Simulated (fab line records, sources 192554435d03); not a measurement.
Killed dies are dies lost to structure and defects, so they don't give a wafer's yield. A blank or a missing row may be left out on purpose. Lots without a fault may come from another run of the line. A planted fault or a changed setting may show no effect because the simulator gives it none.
fab line records | flow n5_finfet
record lots=11 wafers=30 last_day=18
route steps=1938 shown BEOL_M3@1018 BEOL_M4@1035 PASSIVATION@1936
lots that met no fault: from a run of the same line without faults
start_h: hours from the record's first day to the start of the lot's first wafer shown | wait_h: hours since the lot's step before | " the same as in the row above | L1.1+2: a row that stands for several wafers | - no value, or no start given | * or withheld: withheld | < > ~ a bound
route shown NAME@n: a module of which the file shows steps, and the number in the route of the first | usual: mean/standard deviation of fault-free wafers | same: alike in all rows | chamber/n: place in a boat | sites: the reading at each site | _std_site: their standard deviation | _edge_site: outer sites' mean less inner sites' | radius_mm: how far each site lies from the wafer's centre | mask NAME#n: copy n | behind: the tool/chamber that last shaped the wafer | hold: why the lot was held/for how many hours/how that ended | device: the transistor (n, p or np) that didn't switch | end of line: the same wafers' tests at the end of the route | a step without rows: its recipe alone | killed: dies lost to structure and defects at the first sort, not the wafer's yield | map: a wafer's dies, x killed, . not, _ none there
set.NAME: the setting as run; set.NAME@STEP: as run at that earlier step | model.NAME: the simulator's own value behind a step, which no gauge read
steps of the route over a sample of lots; a table a step, a row a wafer
services: from which hour (start_h, from the record's first day; less than 0 if before it) a tool's chamber was out of use, for how many hours, and why
## steps
# step N5_BEOL_M3_DEP_57
# recipe material=SiCN target_thk_a=80 temp_c=withheld precursor=3MS/NH3 pressure_torr=3 rf_w=202 time_s=14
# usual showerhead_plenum_p_Torr=3.663/0.012 showerhead_vpp_V=862/38 throttle_valve_pct=9.2/0.58
# columns lot.wafer tool chamber start_h wait_h showerhead_plenum_p_Torr showerhead_vpp_V throttle_valve_pct
L893.5 pecvd-02 0 197.31 0.0 3.664 856 9.7
L893.6 " 1 " " 3.661 834 9.5
L894.1 pecvd-03 0 197.40 0.0 3.650 893 8.9
L894.3 " 2 " " 3.673 896 8.5
L898.1 pecvd-03 2 213.01 0.0 3.677 896 8.4
L898.4 " 0 " " 3.655 872 8.9
L898.6 " 2 " " 3.673 905 8.6
L896.2 pecvd-02 1 213.15 0.0 3.657 833 9.7
L896.4 " 0 " " 3.671 854 9.6
L896.5 " 1 " " 3.659 851 9.3
L899.1 pecvd-02 2 250.31 0.0 3.676 873 9.7
L899.4 " 2 " " 3.667 890 10.0
L899.5 " 1 " " 3.658 843 9.6
L902.1 pecvd-03 1 250.77 0.0 3.659 798 8.5
L902.4 " 2 " " 3.675 895 8.5
L902.5 " 0 " " 3.659 887 8.8
L906.1 pecvd-02 2 266.64 0.0 3.680 885 9.8
L906.4 " 0 " " 3.660 852 9.3
L905.1 pecvd-02 2 268.21 0.0 3.679 884 9.7
L905.4 " 0 " " 3.665 854 9.6
L905.5 " 0 " " 3.666 869 9.6
L907.3 pecvd-03 2 270.18 0.0 3.676 885 8.7
L907.5 " 0 " " 3.660 885 9.4
L907.6 " 1 " " 3.651 778 8.6
L908.1 pecvd-03 2 286.68 0.0 3.666 892 8.5
L908.2 " 1 " " 3.653 796 8.4
L908.3 " 0 " " 3.660 893 8.8
L910.2 pecvd-03 0 311.18 0.0 3.656 894 9.0
L910.4 " 0 " " 3.659 894 8.9
L910.6 " 1 " " 3.657 803 8.5
# step N5_BEOL_M4_OVL_MEAS_12
# recipe points_per_wafer=522
# usual M4_OVL=-0.3/0.79
# columns lot.wafer tool chamber start_h wait_h M4_OVL[nm]
L893.5 overlay-02 0 198.03 0.0 0.3
L893.6 " 0 " " -0.5
L894.1 overlay-01 0 198.30 0.0 0.5
L894.3 " 0 " " 0.0
L898.1 overlay-01 0 215.10 0.0 0.7
L898.4 " 0 " " 0.2
L898.6 " 0 " " -0.1
L896.2 overlay-02 0 215.43 0.0 -0.9
L896.4 " 0 " " -0.6
L896.5 " 0 " " 0.0
L899.1 overlay-01 0 251.62 0.0 1.7
L899.4 " 0 " " 0.5
L899.5 " 0 " " 0.7
L902.1 overlay-02 0 251.71 0.0 0.3
L902.4 " 0 " " 0.6
L902.5 " 0 " " 0.9
L906.1 overlay-02 0 267.78 0.0 -0.2
L906.4 " 0 " " -1.0
L905.1 overlay-02 0 270.79 0.0 -2.0
L905.4 " 0 " " -0.8
L905.5 " 0 " " -1.4
L907.3 overlay-01 0 271.14 0.0 0.2
L907.5 " 0 " " 0.7
L907.6 " 0 " " 0.3
L908.1 overlay-01 0 288.20 0.0 0.3
L908.2 " 0 " " -0.4
L908.3 " 0 " " -0.2
L910.2 overlay-01 0 312.23 0.0 -0.9
L910.4 " 0 " " -1.8
L910.6 " 0 " " -1.2
# step N5_BEOL_M4_ETCH_64
# recipe chemistry=N2/H2 target=SOC target_depth_a=750 overetch_a=225 mask_material=SiARC temp_c=40 time_s=121.9 ion_energy_ev=200 pressure_mtorr=30 source_w=840 bias_w=150 n2_flow_sccm=200 h2_flow_sccm=200
# usual drypump_motor_current_A=5.8/0.42 oes_product_au=0.64/0.058 rf_vpp_V=523.1/2.2 showerhead_plenum_p_Torr=2.52/0.073 throttle_valve_pct=17.79/0.17
# columns lot.wafer tool chamber start_h wait_h drypump_motor_current_A oes_product_au rf_hours_counter_h rf_vpp_V showerhead_plenum_p_Torr throttle_valve_pct
L893.5 rie_diel-04 0 198.24 0.1 5.1 0.61 - 520.6 2.45 18.14
L893.6 " 3 " " 6.4 0.52 - 525.4 2.62 18.20
L894.1 rie_diel-04 2 198.47 0.0 6.1 0.63 73 525.5 2.57 17.50
L894.3 " 1 " " 5.9 0.66 54 521.9 2.48 17.72
L898.1 rie_diel-03 3 215.27 0.0 5.3 0.52 207 519.2 2.42 17.99
L898.4 " 1 " " 5.6 0.71 14 522.4 2.50 17.97
L898.6 " 1 " " 5.5 0.70 - 522.5 2.50 17.99
L896.2 rie_diel-03 2 215.60 0.0 5.7 0.64 53 522.8 2.48 17.76
L896.4 " 1 " " 5.6 0.71 14 522.3 2.50 17.97
L896.5 " 0 " " 5.4 0.68 - 523.3 2.48 17.74
L899.1 rie_diel-04 3 252.55 0.0 6.4 0.73 6 527.0 2.62 17.81
L899.4 " 2 " " 6.2 0.61 92 524.7 2.56 17.53
L899.5 " 2 " " 6.2 0.61 - 523.8 2.56 17.53
L902.1 rie_diel-03 3 252.77 0.0 5.3 0.46 220 519.1 2.41 18.01
L902.4 " 0 " " 5.4 0.68 41 521.7 2.47 17.77
L902.5 " 3 " " 5.3 0.52 - 520.0 2.41 18.03
L906.1 rie_diel-04 1 268.31 0.0 5.8 0.63 79 522.3 2.47 17.76
L906.4 " 1 " " 5.8 0.63 - 522.9 2.47 17.77
L905.1 rie_diel-03 0 271.19 0.0 5.4 0.58 48 521.5 2.47 17.76
L905.4 " 2 " " 5.7 0.62 71 521.6 2.48 17.78
L905.5 " 2 " " 5.7 0.63 - 522.0 2.48 17.79
L907.3 rie_diel-04 2 271.30 0.0 6.2 0.60 100 525.3 2.56 17.56
L907.5 " 2 " " 6.1 0.60 - 523.6 2.56 17.56
L907.6 " 1 " " 5.8 0.62 - 520.5 2.47 17.76
L908.1 rie_diel-04 1 288.41 0.0 5.9 0.63 88 520.6 2.47 17.77
L908.2 " 2 " " 6.1 0.59 107 525.2 2.55 17.58
L908.3 " 3 " " 6.4 0.69 22 524.6 2.61 17.83
L910.2 rie_diel-02 2 312.40 0.0 5.5 0.60 109 520.3 2.45 17.96
L910.4 " 1 " " 6.6 0.62 80 521.3 2.46 17.66
L910.6 " 1 " " 6.6 0.62 - 521.8 2.46 17.67
# step N5_BEOL_M4_CD_MEAS_18
# recipe pitch_nm=36 target_cd_nm=18
# usual cd_nm=18.1/0.31
# columns lot.wafer tool chamber start_h wait_h cd_nm
L893.5 cd_sem-01 - 198.55 0.0 18.1
L893.6 " - " " 18.2
L894.1 cd_sem-02 - 198.83 0.0 17.6
L894.3 " - " " 18.0
L898.1 cd_sem-01 - 215.64 0.0 18.0
L898.4 " - " " 17.5
L898.6 " - " " 18.0
L896.2 cd_sem-02 - 215.96 0.1 18.2
L896.4 " - " " 17.8
L896.5 " - " " 18.0
L899.1 cd_sem-02 - 252.92 0.0 18.3
L899.4 " - " " 18.1
L899.5 " - " " 17.8
L902.1 cd_sem-03 - 253.22 0.0 19.1
L902.4 " - " " 18.1
L902.5 " - " " 18.2
L906.1 cd_sem-02 - 268.69 0.0 18.2
L906.4 " - " " 18.1
L905.1 cd_sem-03 - 271.54 0.0 19.4
L905.4 " - " " 17.8
L905.5 " - " " 17.8
L907.3 cd_sem-02 - 271.70 0.1 17.7
L907.5 " - " " 17.6
L907.6 " - " " 18.1
L908.1 cd_sem-01 - 288.79 0.0 18.1
L908.2 " - " " 18.3
L908.3 " - " " 17.9
L910.2 cd_sem-01 - 312.75 0.1 18.4
L910.4 " - " " 18.1
L910.6 " - " " 18.3
# step N5_BEOL_M4_OVL_MEAS_29
# recipe points_per_wafer=522
# usual V3_OVL=-0.2/0.74
# columns lot.wafer tool chamber start_h wait_h V3_OVL[nm]
L893.5 overlay-02 0 199.04 0.0 -0.1
L893.6 " 0 " " 0.7
L894.1 overlay-02 0 199.30 0.0 -0.6
L894.3 " 0 " " -0.2
L898.1 overlay-01 0 215.99 0.0 0.3
L898.4 " 0 " " 0.0
L898.6 " 0 " " 0.5
L896.2 overlay-01 0 216.43 0.0 -0.5
L896.4 " 0 " " -0.7
L896.5 " 0 " " 0.1
L899.1 overlay-02 0 253.27 0.0 0.2
L899.4 " 0 " " 0.1
L899.5 " 0 " " -1.0
L902.1 overlay-02 0 253.69 0.0 -0.1
L902.4 " 0 " " -0.8
L902.5 " 0 " " -0.3
L906.1 overlay-01 0 269.04 0.0 -1.5
L906.4 " 0 " " 0.4
L905.1 overlay-02 0 271.89 0.0 -1.0
L905.4 " 0 " " -0.8
L905.5 " 0 " " -1.5
L907.3 overlay-02 0 272.06 0.0 -1.7
L907.5 " 0 " " -0.7
L907.6 " 0 " " -1.4
L908.1 overlay-01 0 289.13 0.0 0.7
L908.2 " 0 " " -0.8
L908.3 " 0 " " 0.8
L910.2 overlay-02 0 313.11 0.0 -0.8
L910.4 " 0 " " -0.5
L910.6 " 0 " " -0.7
# step N5_BEOL_M4_RC_MEAS_101
# usual DIBL_N=35.1/1.5 DIBL_P=35.2/2 IOFF_N=0.146/0.028 IOFF_P=0.20/0.036 ION_N=670/12 ION_P=462/8.2 SS_N=71.2/0.63 SS_P=73.1/0.7 VT_N=250/3.6 VT_P=-251/3.3
# columns lot.wafer tool chamber start_h wait_h DIBL_N[mV/V] DIBL_P[mV/V] IOFF_N[nA/um] IOFF_P[nA/um] ION_N[uA/um] ION_P[uA/um] SS_N[mV/dec] SS_P[mV/dec] VT_N[mV] VT_P[mV]
L893.5 prober-02 0 214.04 0.6 33.5 34.3 0.117 0.17 660 457 71.1 72.3 255 -253
L893.6 " 0 " " 37.4 39.3 0.196 0.26 680 465 72.9 73.2 248 -249
L894.1 prober-02 0 215.13 0.0 36.9 35.9 0.197 0.25 699 475 71.1 74.2 242 -245
L894.3 " 0 " " 37.3 36.5 0.203 0.25 670 458 71.3 74.4 246 -247
L898.1 prober-01 0 221.10 0.0 32.9 33.8 0.115 0.19 656 462 70.5 73.5 253 -253
L898.4 " 0 " " 35.6 37.1 0.162 0.23 654 456 72.6 74.3 251 -248
L898.6 " 0 " " 36.1 38.7 0.178 0.27 682 473 72.5 74.5 248 -245
L896.2 prober-02 0 221.81 0.2 37.2 37.5 0.161 0.20 668 458 71.2 74.1 250 -252
L896.4 " 0 " " 36.5 37.7 0.155 0.21 675 468 71.8 73.9 249 -252
L896.5 " 0 " " 35.6 35.0 0.128 0.17 668 456 71.4 73.0 253 -254
L899.1 prober-01 0 263.21 0.5 37.6 37.8 0.180 0.23 672 458 71.6 73.6 250 -250
L899.4 " 0 " " 35.0 33.7 0.141 0.17 659 449 71.5 72.5 249 -257
L899.5 " 0 " " 34.9 35.0 0.143 0.18 673 454 70.8 73.1 254 -251
L902.1 prober-02 0 263.64 0.7 33.3 33.7 0.127 0.19 666 462 70.3 72.5 251 -249
L902.4 " 0 " " 32.8 34.1 0.126 0.19 664 464 70.7 72.5 251 -251
L902.5 " 0 " " 35.4 36.4 0.161 0.24 675 469 71.8 73.6 247 -247
L906.1 prober-01 0 288.64 0.0 34.3 33.0 0.113 0.16 673 463 70.9 72.8 253 -253
L906.4 " 0 " " 36.1 35.3 0.139 0.19 674 468 70.2 73.2 251 -253
L905.1 prober-02 0 291.47 0.0 33.3 32.2 0.128 0.20 673 473 70.5 72.3 248 -247
L905.4 " 0 " " 35.9 36.0 0.176 0.25 685 478 70.3 73.8 243 -244
L905.5 " 0 " " 33.4 32.5 0.126 0.20 666 467 70.4 72.7 249 -251
L907.3 prober-01 0 291.84 0.3 32.4 31.6 0.116 0.19 656 460 70.9 71.7 254 -251
L907.5 " 0 " " 32.4 31.9 0.120 0.19 666 462 71.7 72.3 252 -249
L907.6 " 0 " " 35.7 36.2 0.183 0.26 680 475 71.9 73.1 246 -245
L908.1 prober-02 0 294.09 0.0 33.7 32.9 0.123 0.16 668 457 70.8 71.9 251 -253
L908.2 " 0 " " 33.3 31.6 0.114 0.14 661 455 70.4 72.7 256 -257
L908.3 " 0 " " 36.7 36.1 0.176 0.21 671 457 71.5 73.8 249 -251
L910.2 prober-01 0 327.86 0.2 34.9 36.4 0.155 0.21 684 468 71.1 73.1 248 -249
L910.4 " 0 " " 36.2 37.9 0.173 0.23 678 465 71.8 74.0 246 -250
L910.6 " 0 " " 35.0 36.3 0.146 0.20 675 472 71.4 73.0 248 -250
# step N5_PASSIVATION_PROBE_49
# usual defect_limited_yield=91.4/1.4 killed_at_M0_to_M3=32/10 killed_at_M4_up=13/5.6 killed_at_contacts=13/6.6 killed_at_front_end=39/13 killed_at_other=3.4/2.8 killed_dies=101/17 killed_open=66/13 killed_short=33/7 sort_bin_5_function=5.0/0.93 sort_bin_6_memory=3.2/0.65 sort_n_pass=1078/17 sort_yield_pct=91.4/1.4
# same gross_dies=1180 killed_at_back_side=0 sort_bin_4_leakage[%]=0 sort_bin_8_speed[%]=0
# columns lot.wafer tool chamber start_h wait_h defect_limited_yield[%] killed_at_M0_to_M3 killed_at_M4_up killed_at_contacts killed_at_front_end killed_at_other killed_dies killed_open killed_short sort_bin_5_function[%] sort_bin_6_memory[%] sort_n_pass sort_yield_pct[%]
L896.2 prober-02 - 328.88 0.1 94.8 20 4 9 28 0 61 44 17 3.7 1.4 1119 94.8
L896.4 prober-02 - 328.98 0.2 92.5 19 4 13 51 1 88 60 28 4.7 2.6 1092 92.5
L896.5 prober-02 - 329.03 0.2 92.9 17 14 17 36 0 84 57 24 4.3 2.3 1096 92.9
L899.1 prober-02 - 374.11 0.0 90.3 46 10 14 42 2 114 67 38 4.7 4.2 1066 90.3
L899.4 prober-02 - 374.26 0.2 91.8 32 14 3 40 8 97 60 37 4.1 3.9 1083 91.8
L899.5 prober-02 - 374.31 0.2 90.6 43 15 5 41 7 111 71 38 6.1 3.1 1069 90.6
L902.1 prober-01 - 374.53 0.0 93.3 18 10 13 38 0 79 45 28 3.5 2.6 1101 93.3
L902.4 prober-01 - 374.68 0.2 92.9 25 15 11 30 3 84 54 28 3.6 3.3 1096 92.9
L902.5 prober-01 - 374.73 0.2 91.7 27 14 17 38 2 98 63 26 4.2 3.2 1082 91.7
L905.1 prober-01 - 395.73 0.0 91.4 40 4 15 39 4 102 69 33 5.5 2.9 1078 91.4
L905.4 prober-01 - 395.88 0.2 91.3 36 13 12 38 4 103 65 32 4.6 3.3 1077 91.3
L905.5 prober-01 - 395.93 0.2 89.4 40 17 15 47 6 125 76 40 5.8 3.6 1055 89.4
L908.1 prober-01 - 408.39 0.0 89.7 37 6 14 59 6 122 80 33 6.2 3.1 1058 89.7
L908.2 prober-01 - 408.44 0.1 89.2 31 13 10 63 10 127 85 40 5.9 4.4 1053 89.2
L908.3 prober-01 - 408.49 0.1 88.2 37 14 12 72 4 139 102 36 7.0 4.5 1041 88.2
# killed by level:class
L896.2 MOL_CONTACT_COAG:geometric_particle:open=9 STI_FIN_REVEAL:geometric_particle:open=7 GATE_CUT:geometric_particle:open=5 DUMMY_GATE:geometric_particle:open=4 BEOL_M1:geometric_particle:open=4 GATE_CUT:geometric_particle:short=3 BEOL_M3:geometric_particle:open=3 STARTING-WAFER:geometric_particle:short=3
L896.4 FIN_SAQP:geometric_particle:open=14 STI_FIN_REVEAL:geometric_particle:open=13 MOL_CONTACT_COAG:geometric_particle:open=11 BEOL_M0_SAQP:geometric_particle:short=8 BEOL_M0_SAQP:geometric_particle:open=7 STI_FIN_REVEAL:geometric_particle:short=4 DUMMY_GATE:geometric_particle:short=4 DUMMY_GATE:geometric_particle:open=4
L896.5 MOL_CONTACT_COAG:geometric_particle:open=14 FIN_SAQP:geometric_particle:short=6 BEOL_M0_SAQP:geometric_particle:open=6 BEOL_M0_SAQP:geometric_particle:short=6 STI_FIN_REVEAL:geometric_particle:open=5 DUMMY_GATE:geometric_particle:open=4 BEOL_M4:geometric_particle:open=4 BEOL_M7:geometric_particle:open=4
L899.1 BEOL_M0_SAQP:geometric_particle:short=16 MOL_CONTACT_COAG:geometric_particle:open=13 BEOL_M0_SAQP:geometric_particle:open=10 BEOL_M2:geometric_particle:open=10 FIN_SAQP:geometric_particle:short=9 BEOL_M4:geometric_particle:open=7 HKMG_FIN:area_etch=7 FIN_SAQP:geometric_particle:open=6
L899.4 BEOL_M0_SAQP:geometric_particle:short=13 BEOL_M0_SAQP:geometric_particle:open=12 FIN_SAQP:geometric_particle:short=9 BEOL_M4:geometric_particle:open=9 FIN_SAQP:geometric_particle:open=7 STI_FIN_REVEAL:geometric_particle:open=7 DUMMY_GATE:geometric_particle:open=4 PASS1_CAP:geometric_particle:open=4
L899.5 FIN_SAQP:geometric_particle:short=13 FIN_SAQP:geometric_particle:open=13 BEOL_M0_SAQP:geometric_particle:open=11 BEOL_M3:geometric_particle:open=9 BEOL_M4:geometric_particle:open=8 BEOL_M0_SAQP:geometric_particle:short=7 BEOL_M2:geometric_particle:open=7 BEOL_M1:geometric_particle:open=5
L902.1 FIN_SAQP:geometric_particle:short=10 MOL_CONTACT_COAG:geometric_particle:open=8 FIN_SAQP:geometric_particle:open=7 DUMMY_GATE:geometric_particle:open=5 MOL_CONTACT_COAG:geometric_particle:short=5 HKMG_FIN:area_etch=5 BEOL_M3:geometric_particle:open=4 BEOL_M0_SAQP:geometric_particle:short=4
L902.4 MOL_CONTACT_COAG:geometric_particle:open=7 BEOL_M0_SAQP:geometric_particle:short=7 STI_FIN_REVEAL:geometric_particle:open=6 DUMMY_GATE:geometric_particle:open=5 BEOL_M3:geometric_particle:open=5 BEOL_M2:geometric_particle:open=5 BEOL_M4:geometric_particle:open=5 FIN_SAQP:geometric_particle:open=4
L902.5 MOL_CONTACT_COAG:geometric_particle:open=12 BEOL_M2:geometric_particle:open=7 BEOL_M0_SAQP:geometric_particle:open=7 HKMG_FIN:area_etch=7 DUMMY_GATE:geometric_particle:open=6 BEOL_M0_SAQP:geometric_particle:short=6 FIN_SAQP:geometric_particle:open=5 MOL_CONTACT_COAG:geometric_particle:short=5
L905.1 MOL_CONTACT_COAG:geometric_particle:open=12 BEOL_M0_SAQP:geometric_particle:short=11 STI_FIN_REVEAL:geometric_particle:open=10 FIN_SAQP:geometric_particle:open=9 BEOL_M0_SAQP:geometric_particle:open=9 BEOL_M3:geometric_particle:open=8 DUMMY_GATE:geometric_particle:open=6 BEOL_M3:geometric_particle:short=6
L905.4 BEOL_M3:geometric_particle:open=11 BEOL_M0_SAQP:geometric_particle:open=10 STI_FIN_REVEAL:geometric_particle:open=9 MOL_CONTACT_COAG:geometric_particle:open=8 DUMMY_GATE:geometric_particle:open=6 HKMG_FIN:area_etch=6 BEOL_M0_SAQP:geometric_particle:short=5 BEOL_M4:geometric_particle:short=5
L905.5 BEOL_M0_SAQP:geometric_particle:short=11 MOL_CONTACT_COAG:geometric_particle:open=9 BEOL_M0_SAQP:geometric_particle:open=8 HKMG_FIN:area_etch=8 FIN_SAQP:geometric_particle:open=7 DUMMY_GATE:geometric_particle:open=7 MOL_CONTACT_COAG:geometric_particle:short=6 BEOL_M1:geometric_particle:open=6
L908.1 FIN_SAQP:geometric_particle:open=16 STI_FIN_REVEAL:geometric_particle:open=14 BEOL_M1:geometric_particle:open=12 MOL_CONTACT_COAG:geometric_particle:open=11 HKMG_FIN:area_etch=8 FIN_SAQP:geometric_particle:short=7 BEOL_M3:geometric_particle:open=7 STI_FIN_REVEAL:geometric_particle:short=4
L908.2 FIN_SAQP:geometric_particle:open=16 STI_FIN_REVEAL:geometric_particle:open=12 BEOL_M3:geometric_particle:open=12 FIN_SAQP:geometric_particle:short=10 MOL_CONTACT_COAG:geometric_particle:open=8 GATE_CUT:geometric_particle:short=6 BEOL_M0:geometric_particle:open=5 BEOL_M1:geometric_particle:open=5
L908.3 FIN_SAQP:geometric_particle:open=24 STI_FIN_REVEAL:geometric_particle:open=16 BEOL_M1:geometric_particle:open=13 FIN_SAQP:geometric_particle:short=11 MOL_CONTACT_COAG:geometric_particle:open=11 BEOL_M4:geometric_particle:open=7 STI_FIN_REVEAL:geometric_particle:short=6 GATE_CUT:geometric_particle:short=6
## services
# columns tool chamber start_h hours kind
pecvd-02 0 205.48 2.1 scheduled_down
rie_diel-04 3 212.00 - clean
rie_diel-04 3 212.00 - consumable_replace:focus_ring
rie_diel-04 3 212.00 22.3 scheduled_down
rie_diel-04 3 212.00 22.3 vent_cycle
pecvd-03 2 243.63 2.1 scheduled_down
pecvd-02 1 256.61 16.5 scheduled_down
rie_diel-04 0 259.93 44.6 repair
rie_diel-03 1 300.65 1.3 repair
pecvd-03 0 302.43 5.6 repair
pecvd-03 - 312.15 6.0 pm
## key
first_sign step=N5_BEOL_M4_CD_MEAS_18 reading=cd_nm direction=up sigmas=3.8 usual=18.1 struck=19.3
effect none on later readings
met_at N5_BEOL_M4_ETCH_64
struck_lots L902,L905
struck_wafers L902.1,L905.1
not_acting_at N5_BEOL_M3_DEP_57,N5_BEOL_M4_OVL_MEAS_12,N5_BEOL_M4_OVL_MEAS_29
onset_between 215.60 252.77
fault kind=process_parameter_drift tool=rie_diel-03 chamber=- onset_h=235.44 steps=N5_BEOL_M4_ETCH_64 channel=time_s offset=* shape=step end_h=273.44 scope=struck_wafers_only acts_in=* stated=*
